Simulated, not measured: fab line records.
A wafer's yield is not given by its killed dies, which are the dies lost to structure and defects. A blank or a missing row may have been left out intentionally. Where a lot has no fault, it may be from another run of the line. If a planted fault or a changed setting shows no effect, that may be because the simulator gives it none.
What tool caused it? | flow n5 finfet | 24 lots with 72 wafers sampled at 6 steps, on a route of 1938 steps

## WHAT THE GAUGES SHOWED, per wafer
No reading from a measuring or inspecting step in the record can be judged against a usual standard deviation.

## TOOL THAT RAN EACH LOT (tool first, then ch and the chambers of the sampled wafers, then the start)
lot  | N5_BEOL_M4_ETCH_77                 | N5_BEOL_M4_ETCH_41                            | N5_BEOL_M4_STRIP_97                           | N5_BEOL_M4_DEGAS_44          | N5_BEOL_M4_ALD_84                   | N5_BEOL_M4_SPUTTER_88
L075 | rie diel-05 ch 0,1,2, day 7 17:11  | rie diel-04 ch 0,2, day 8 08:58 or earlier    | rie diel-04 ch 0,2, day 8 08:58 or earlier    | pvd sputter-01, day 8 08:58  | ald metal-01 ch 0,1,3, day 8 09:04  | pvd sputter-02, day 8 10:38
L074 | rie diel-04 ch 0,2, day 7 20:54    | rie diel-04 ch 1,3, day 8 08:56 or earlier    | rie diel-04 ch 1,3, day 8 08:56 or earlier    | pvd sputter-02, day 8 08:56  | ald metal-02 ch 0,1,2, day 8 09:02  | pvd sputter-01, day 8 10:31
L077 | rie diel-04 ch 0,1,2, day 8 11:06  | rie diel-04 ch 1,2,3, day 8 16:55 or earlier  | rie diel-04 ch 1,2,3, day 8 16:55 or earlier  | pvd sputter-02, day 8 16:55  | ald metal-01 ch 0,2,3, day 8 17:01  | pvd sputter-01, day 8 18:40
L076 | rie diel-04 ch 1,2,3, day 8 20:43  | rie diel-04 ch 0,2, day 9 06:53 or earlier    | rie diel-04 ch 0,2, day 9 06:53 or earlier    | pvd sputter-03, day 9 06:53  | ald metal-03 ch 1,2, day 9 07:01    | pvd sputter-03, day 9 10:46
L078 | rie diel-01 ch 0,1, day 8 21:57    | rie diel-01 ch 0,1,3, day 9 05:54 or earlier  | rie diel-01 ch 0,1,3, day 9 05:54 or earlier  | pvd sputter-03, day 9 05:54  | ald metal-01 ch 0,1, day 9 06:00    | pvd sputter-03, day 9 08:16
L079 | rie diel-04 ch 0,2,3, day 8 22:20  | rie diel-05 ch 2,3, day 9 17:38 or earlier    | rie diel-05 ch 2,3, day 9 17:38 or earlier    | pvd sputter-03, day 9 17:38  | ald metal-01 ch 1,2,3, day 9 17:45  | pvd sputter-03, day 9 19:13
L080 | rie diel-05 ch 0,1, day 9 07:34    | rie diel-05 ch 0,1, day 9 20:52 or earlier    | rie diel-05 ch 0,1, day 9 20:52 or earlier    | pvd sputter-03, day 9 20:52  | ald metal-02 ch 0,1,2, day 9 21:04  | pvd sputter-01, day 9 22:37
L082 | rie diel-04 ch 1,3, day 10 09:37   | rie diel-04 ch 0,1, day 10 17:49 or earlier   | rie diel-04 ch 0,1, day 10 17:49 or earlier   | pvd sputter-02, day 10 17:49 | ald metal-01 ch 0,2,3, day 10 18:08 | pvd sputter-02, day 10 20:43
L081 | rie diel-04 ch 0,1, day 10 09:56   | rie diel-01 ch 0,1,2, day 10 11:06 or earlier | rie diel-01 ch 0,1,2, day 10 11:06 or earlier | pvd sputter-03, day 10 11:06 | ald metal-01 ch 0,1,2, day 10 11:12 | pvd sputter-03, day 10 12:32
L083 | rie diel-04 ch 1,3, day 10 11:43   | rie diel-04 ch 0,3, day 11 03:00 or earlier   | rie diel-04 ch 0,3, day 11 03:00 or earlier   | pvd sputter-01, day 11 03:00 | ald metal-02 ch 1,2, day 11 03:07   | pvd sputter-03, day 11 04:37
L085 | rie diel-04 ch 1,3, day 10 23:38   | rie diel-05 ch 0,2,3, day 11 19:11 or earlier | rie diel-05 ch 0,2,3, day 11 19:11 or earlier | pvd sputter-03, day 11 19:11 | ald metal-01 ch 1,2, day 11 19:18   | pvd sputter-01, day 11 20:43
L084 | rie diel-01 ch 0,1,2, day 11 00:28 | rie diel-01 ch 0,3, day 11 19:22 or earlier   | rie diel-01 ch 0,3, day 11 19:22 or earlier   | pvd sputter-03, day 11 19:22 | ald metal-02 ch 0,1, day 11 19:28   | pvd sputter-03, day 11 21:06
L087 | rie diel-01 ch 0,3, day 11 10:19   | rie diel-04 ch 0,3, day 12 00:34 or earlier   | rie diel-04 ch 0,3, day 12 00:34 or earlier   | pvd sputter-01, day 12 00:34 | ald metal-02 ch 0,1, day 12 00:41   | pvd sputter-03, day 12 03:26
L088 | rie diel-01 ch 0,3, day 11 16:23   | rie diel-05 ch 0,1,3, day 12 02:47 or earlier | rie diel-05 ch 0,1,3, day 12 02:47 or earlier | pvd sputter-01, day 12 02:47 | ald metal-03 ch 1,2, day 12 02:53   | pvd sputter-02, day 12 04:28
L086 | rie diel-01 ch 0,1,3, day 11 19:10 | rie diel-04 ch 0,2,3, day 12 02:56 or earlier | rie diel-04 ch 0,2,3, day 12 02:56 or earlier | pvd sputter-02, day 12 02:56 | ald metal-01 ch 1,2,3, day 12 03:02 | pvd sputter-02, day 12 06:18
L092 | rie diel-04 ch 1,2,3, day 11 20:30 | rie diel-05 ch 0,2,3, day 12 13:07 or earlier | rie diel-05 ch 0,2,3, day 12 13:07 or earlier | pvd sputter-02, day 12 13:07 | ald metal-01 ch 1,2,3, day 12 13:20 | pvd sputter-03, day 12 14:49
L089 | rie diel-05 ch 0,1,3, day 12 02:34 | rie diel-01 ch 0,2, day 12 13:25 or earlier   | rie diel-01 ch 0,2, day 12 13:25 or earlier   | pvd sputter-03, day 12 13:25 | ald metal-01 ch 0,2,3, day 12 13:32 | pvd sputter-01, day 12 15:13
L090 | rie diel-04 ch 1,2,3, day 12 07:26 | rie diel-04 ch 0,1,2, day 12 23:36 or earlier | rie diel-04 ch 0,1,2, day 12 23:36 or earlier | pvd sputter-03, day 12 23:36 | ald metal-02 ch 0,1,2, day 12 23:43 | pvd sputter-03, day 13 01:10
L091 | rie diel-01 ch 0,1, day 12 09:06   | rie diel-04 ch 2,3, day 13 02:20 or earlier   | rie diel-04 ch 2,3, day 13 02:20 or earlier   | pvd sputter-02, day 13 02:20 | ald metal-03 ch 0,2, day 13 02:27   | pvd sputter-02, day 13 03:52
L094 | rie diel-05 ch 1,2,3, day 12 18:17 | rie diel-01 ch 0,2,3, day 13 07:52 or earlier | rie diel-01 ch 0,2,3, day 13 07:52 or earlier | pvd sputter-02, day 13 07:52 | ald metal-01 ch 0,1,2, day 13 07:59 | pvd sputter-02, day 13 09:26
L093 | rie diel-01 ch 0,1, day 13 00:31   | rie diel-05 ch 0,1,2, day 13 10:08 or earlier | rie diel-05 ch 0,1,2, day 13 10:08 or earlier | pvd sputter-01, day 13 10:08 | ald metal-03 ch 0,1,2, day 13 10:15 | pvd sputter-02, day 13 11:53
L096 | rie diel-05 ch 2,3, day 13 06:43   | rie diel-01 ch 0,2,3, day 13 15:18 or earlier | rie diel-01 ch 0,2,3, day 13 15:18 or earlier | pvd sputter-01, day 13 15:18 | ald metal-03 ch 1,2,3, day 13 15:31 | pvd sputter-01, day 13 17:04
L097 | rie diel-01 ch 0,1, day 13 17:08   | rie diel-01 ch 0,1,3, day 14 11:43 or earlier | rie diel-01 ch 0,1,3, day 14 11:43 or earlier | pvd sputter-01, day 14 11:43 | ald metal-02 ch 0,2, day 14 11:52   | pvd sputter-02, day 14 13:16
L095 | rie diel-05 ch 0,1,3, day 13 21:56 | rie diel-04 ch 1,2, day 14 15:56 or earlier   | rie diel-04 ch 1,2, day 14 15:56 or earlier   | pvd sputter-02, day 14 15:56 | ald metal-01 ch 1,2, day 14 16:02   | pvd sputter-02, day 15 08:28
- N5_BEOL_M4_ETCH_77: etches underlayer in N2/H2, target depth 6.5 nm, time 5.2 s.
- N5_BEOL_M4_ETCH_41: etches SiCN in CH3F/O2, target depth 29.9 nm, time 52.5 s.
- N5_BEOL_M4_STRIP_97: strips in N2/H2, time 10 s.
- N5_BEOL_M4_DEGAS_44: time 60 s.
- N5_BEOL_M4_ALD_84: deposits TaN, pulse time 2 s, purge time 3 s, co reactant purge time 2 s.
- N5_BEOL_M4_SPUTTER_88: material Cu, target thk 4.5 nm, time 8.29 s.

## AS READ BY THE TOOLS THEMSELVES (means over the sampled wafers that have a number; for cases with no such wafer, the mark the record gives instead)
N5_BEOL_M4_ETCH_77.
lot  | tool        | bias w (W) | drypump motor current A (A) | etch rf on time s (s) | oes product au (a.u.) | rf vpp V (V) | showerhead plenum p Torr (Torr) | throttle valve pct (%)
L075 | rie diel-05 | 150.0      | 5.3                         | 5.25                  | 0.65                  | 525.0        | 2.61                            | 18.06
L074 | rie diel-04 | 150.0      | 5.9                         | 5.20                  | 0.64                  | 523.6        | 2.50                            | 17.75
L077 | rie diel-04 | 150.5      | 5.8                         | 5.14                  | 0.64                  | 522.5        | 2.50                            | 17.81
L076 | rie diel-04 | 149.7      | 6.1                         | 5.24                  | 0.66                  | 524.0        | 2.58                            | 17.83
L078 | rie diel-01 | 149.5      | 5.8                         | 5.19                  | 0.64                  | 521.0        | 2.44                            | 17.94
L079 | rie diel-04 | 149.9      | 6.2                         | 5.19                  | 0.66                  | 524.2        | 2.58                            | 17.78
L080 | rie diel-05 | 150.6      | 5.0                         | 5.19                  | 0.67                  | 525.4        | 2.59                            | 18.00
L082 | rie diel-04 | 149.9      | 6.0                         | 5.10                  | 0.69                  | 522.0        | 2.53                            | 17.69
L081 | rie diel-04 | 149.5      | 5.7                         | 5.12                  | 0.66                  | 520.9        | 2.45                            | 17.69
L083 | rie diel-04 | 149.8      | 6.0                         | 5.08                  | 0.69                  | 523.2        | 2.52                            | 17.69
L085 | rie diel-04 | 150.3      | 6.3                         | 5.14                  | 0.69                  | 525.7        | 2.60                            | 17.68
L084 | rie diel-01 | 149.2      | 5.8                         | 5.21                  | 0.61                  | 522.3        | 2.46                            | 18.08
L087 | rie diel-01 | 150.1      | 5.3                         | 5.15                  | 0.75                  | 523.4        | 2.55                            | 17.65
L088 | rie diel-01 | 149.6      | 5.2                         | 5.11                  | 0.74                  | 523.7        | 2.55                            | 17.65
L086 | rie diel-01 | 150.3      | 5.5                         | 5.14                  | 0.68                  | 523.3        | 2.48                            | 17.82
L092 | rie diel-04 | 150.3      | 6.1                         | 5.11                  | 0.73                  | 524.6        | 2.57                            | 17.71
L089 | rie diel-05 | 149.8      | 5.2                         | 5.21                  | 0.63                  | 524.1        | 2.53                            | 18.18
L090 | rie diel-04 | 149.7      | 6.1                         | 5.10                  | 0.72                  | 524.9        | 2.57                            | 17.72
L091 | rie diel-01 | 149.5      | 5.6                         | 5.16                  | 0.62                  | 520.4        | 2.43                            | 18.10
L094 | rie diel-05 | 150.1      | 5.6                         | 5.28                  | 0.63                  | 524.0        | 2.53                            | 18.14
L093 | rie diel-01 | 150.1      | 5.8                         | 5.20                  | 0.61                  | 519.8        | 2.42                            | 18.02
L096 | rie diel-05 | 150.3      | 5.9                         | 5.30                  | 0.59                  | 522.4        | 2.54                            | 18.21
L097 | rie diel-01 | 149.7      | 5.7                         | 5.17                  | 0.62                  | 519.8        | 2.43                            | 18.11
L095 | rie diel-05 | 149.7      | 5.2                         | 5.24                  | 0.70                  | 523.0        | 2.53                            | 18.05

N5_BEOL_M4_ETCH_41.
lot  | tool        | bias w (W) | drypump motor current A (A) | oes product au (a.u.) | rf vpp V (V) | showerhead plenum p Torr (Torr) | throttle valve pct (%)
L075 | rie diel-04 | 75.01      | 5.9                         | 0.72                  | 297.9        | 2.01                            | 16.42
L074 | rie diel-04 | 74.80      | 6.4                         | 0.84                  | 298.1        | 2.06                            | 16.20
L077 | rie diel-04 | 75.24      | 6.1                         | 0.78                  | 298.0        | 2.04                            | 16.34
L076 | rie diel-04 | 75.15      | 5.9                         | 0.74                  | 297.6        | 1.96                            | 16.30
L078 | rie diel-01 | 75.06      | 5.5                         | 0.73                  | 296.6        | 1.96                            | 16.37
L079 | rie diel-05 | 75.02      | 5.8                         | 0.72                  | 296.6        | 1.96                            | 16.69
L080 | rie diel-05 | 74.82      | 4.9                         | 0.75                  | 298.3        | 2.04                            | 16.61
L082 | rie diel-04 | 74.93      | 5.7                         | 0.76                  | 295.7        | 1.92                            | 16.22
L081 | rie diel-01 | 75.11      | 5.8                         | 0.73                  | 296.2        | 1.93                            | 16.49
L083 | rie diel-04 | 74.77      | 6.4                         | 0.81                  | 298.9        | 2.05                            | 16.21
L085 | rie diel-05 | 75.04      | 5.5                         | 0.70                  | 297.2        | 2.00                            | 16.69
L084 | rie diel-01 | 74.99      | 5.4                         | 0.81                  | 297.0        | 1.96                            | 16.32
L087 | rie diel-04 | 75.07      | 6.1                         | 0.78                  | 298.1        | 1.98                            | 16.22
L088 | rie diel-05 | 74.89      | 5.2                         | 0.73                  | 297.0        | 1.99                            | 16.63
L086 | rie diel-04 | 74.87      | 6.2                         | 0.84                  | 298.2        | 2.02                            | 16.19
L092 | rie diel-05 | 74.85      | 5.5                         | 0.70                  | 298.0        | 2.00                            | 16.73
L089 | rie diel-01 | 74.97      | 5.9                         | 0.92                  | 296.0        | 1.95                            | 16.32
L090 | rie diel-04 | 74.43      | 5.8                         | 0.81                  | 296.6        | 1.96                            | 16.22
L091 | rie diel-04 | 75.24      | 6.5                         | 0.86                  | 299.9        | 2.09                            | 16.21
L094 | rie diel-01 | 74.97      | 5.6                         | 0.87                  | 296.7        | 1.97                            | 16.23
L093 | rie diel-05 | 75.12      | 5.3                         | 0.83                  | 299.2        | 2.04                            | 16.44
L096 | rie diel-01 | 74.79      | 5.5                         | 0.86                  | 296.9        | 1.97                            | 16.25
L097 | rie diel-01 | 75.02      | 5.5                         | 0.77                  | 295.5        | 1.95                            | 16.31
L095 | rie diel-04 | 75.03      | 5.8                         | 0.80                  | 297.1        | 1.96                            | 16.28

N5_BEOL_M4_STRIP_97.
lot  | tool        | drypump motor current A (A) | oes product au (a.u.) | rf vpp V (V) | showerhead plenum p Torr (Torr) | throttle valve pct (%)
L075 | rie diel-04 | 5.9                         | 0.72                  | 59.5         | 2.55                            | 23.7
L074 | rie diel-04 | 6.4                         | 0.85                  | 59.1         | 2.60                            | 23.4
L077 | rie diel-04 | 6.1                         | 0.79                  | 58.8         | 2.58                            | 23.5
L076 | rie diel-04 | 5.9                         | 0.74                  | 58.7         | 2.49                            | 23.5
L078 | rie diel-01 | 5.5                         | 0.74                  | 58.7         | 2.49                            | 23.7
L079 | rie diel-05 | 5.8                         | 0.71                  | 58.5         | 2.48                            | 24.1
L080 | rie diel-05 | 4.9                         | 0.75                  | 59.5         | 2.60                            | 23.9
L082 | rie diel-04 | 5.8                         | 0.76                  | 59.5         | 2.44                            | 23.3
L081 | rie diel-01 | 5.8                         | 0.74                  | 59.5         | 2.45                            | 23.9
L083 | rie diel-04 | 6.4                         | 0.81                  | 58.7         | 2.59                            | 23.4
L085 | rie diel-05 | 5.5                         | 0.70                  | 58.8         | 2.54                            | 24.0
L084 | rie diel-01 | 5.4                         | 0.82                  | 58.6         | 2.49                            | 23.8
L087 | rie diel-04 | 6.1                         | 0.78                  | 59.0         | 2.51                            | 23.3
L088 | rie diel-05 | 5.2                         | 0.74                  | 58.5         | 2.53                            | 24.0
L086 | rie diel-04 | 6.2                         | 0.84                  | 59.6         | 2.56                            | 23.4
L092 | rie diel-05 | 5.5                         | 0.69                  | 60.3         | 2.54                            | 24.1
L089 | rie diel-01 | 5.8                         | 0.92                  | 59.1         | 2.48                            | 23.7
L090 | rie diel-04 | 5.8                         | 0.82                  | 59.4         | 2.48                            | 23.4
L091 | rie diel-04 | 6.5                         | 0.86                  | 59.9         | 2.64                            | 23.5
L094 | rie diel-01 | 5.6                         | 0.87                  | 58.9         | 2.50                            | 23.6
L093 | rie diel-05 | 5.3                         | 0.84                  | 59.2         | 2.59                            | 23.8
L096 | rie diel-01 | 5.6                         | 0.86                  | 59.3         | 2.50                            | 23.6
L097 | rie diel-01 | 5.5                         | 0.77                  | 59.0         | 2.47                            | 23.7
L095 | rie diel-04 | 5.8                         | 0.80                  | 58.6         | 2.48                            | 23.4

N5_BEOL_M4_DEGAS_44.
lot  | tool           | heater power w (W)
L075 | pvd sputter-01 | 340
L074 | pvd sputter-02 | 305
L077 | pvd sputter-02 | 311
L076 | pvd sputter-03 | 311
L078 | pvd sputter-03 | 330
L079 | pvd sputter-03 | 326
L080 | pvd sputter-03 | 330
L082 | pvd sputter-02 | 321
L081 | pvd sputter-03 | 324
L083 | pvd sputter-01 | 336
L085 | pvd sputter-03 | 318
L084 | pvd sputter-03 | 317
L087 | pvd sputter-01 | 331
L088 | pvd sputter-01 | 332
L086 | pvd sputter-02 | 321
L092 | pvd sputter-02 | 313
L089 | pvd sputter-03 | 318
L090 | pvd sputter-03 | 314
L091 | pvd sputter-02 | 320
L094 | pvd sputter-02 | 333
L093 | pvd sputter-01 | 329
L096 | pvd sputter-01 | 333
L097 | pvd sputter-01 | 334
L095 | pvd sputter-02 | 311

N5_BEOL_M4_ALD_84.
lot  | tool         | heater power w (W)
L075 | ald metal-01 | 410
L074 | ald metal-02 | 379
L077 | ald metal-01 | 404
L076 | ald metal-03 | 467
L078 | ald metal-01 | 401
L079 | ald metal-01 | 421
L080 | ald metal-02 | 382
L082 | ald metal-01 | 410
L081 | ald metal-01 | 399
L083 | ald metal-02 | 355
L085 | ald metal-01 | 414
L084 | ald metal-02 | 352
L087 | ald metal-02 | 375
L088 | ald metal-03 | 435
L086 | ald metal-01 | 426
L092 | ald metal-01 | 425
L089 | ald metal-01 | 409
L090 | ald metal-02 | 383
L091 | ald metal-03 | 449
L094 | ald metal-01 | 400
L093 | ald metal-03 | 409
L096 | ald metal-03 | 427
L097 | ald metal-02 | 405
L095 | ald metal-01 | 414

N5_BEOL_M4_SPUTTER_88.
lot  | tool           | throttle valve pct (%)
L075 | pvd sputter-02 | 30.6
L074 | pvd sputter-01 | 30.5
L077 | pvd sputter-01 | 30.2
L076 | pvd sputter-03 | 29.5
L078 | pvd sputter-03 | 29.9
L079 | pvd sputter-03 | 30.5
L080 | pvd sputter-01 | 30.9
L082 | pvd sputter-02 | 30.4
L081 | pvd sputter-03 | 30.2
L083 | pvd sputter-03 | 29.7
L085 | pvd sputter-01 | 30.5
L084 | pvd sputter-03 | 30.6
L087 | pvd sputter-03 | 30.2
L088 | pvd sputter-02 | 29.6
L086 | pvd sputter-02 | 30.0
L092 | pvd sputter-03 | 30.2
L089 | pvd sputter-01 | 29.7
L090 | pvd sputter-03 | 30.3
L091 | pvd sputter-02 | 29.4
L094 | pvd sputter-02 | 29.5
L093 | pvd sputter-02 | 30.2
L096 | pvd sputter-01 | 30.6
L097 | pvd sputter-02 | 28.9
L095 | pvd sputter-02 | 29.7

## THE ANSWER, worked out from the rows above alone
Rule: the usual values come from the lots themselves. Put in order of their means at a reading, lots are off if they are a third of the lots or fewer, leave a main group of 4 or more, and stand apart from it by a gap of 3 or more times the standard deviation of the main group's means; of several such gaps the widest counts. A main group whose means are all the same, to the digits that the tables above print for the reading, isn't used. Also off: a lot with no number at a reading for which 4 or more lots have one. All remaining lots with rows at the step are treated as sound. The gauges are gone through in route order, then the tools' own readings, and for those a lot's mean is taken as printed above. At the first step where some lot is off, the reading lying furthest off is the one used; lots without a number count as furthest.
Nothing can be told from this: no lot is off at any reading shown.

## WHAT THE SIMULATOR PUT IN
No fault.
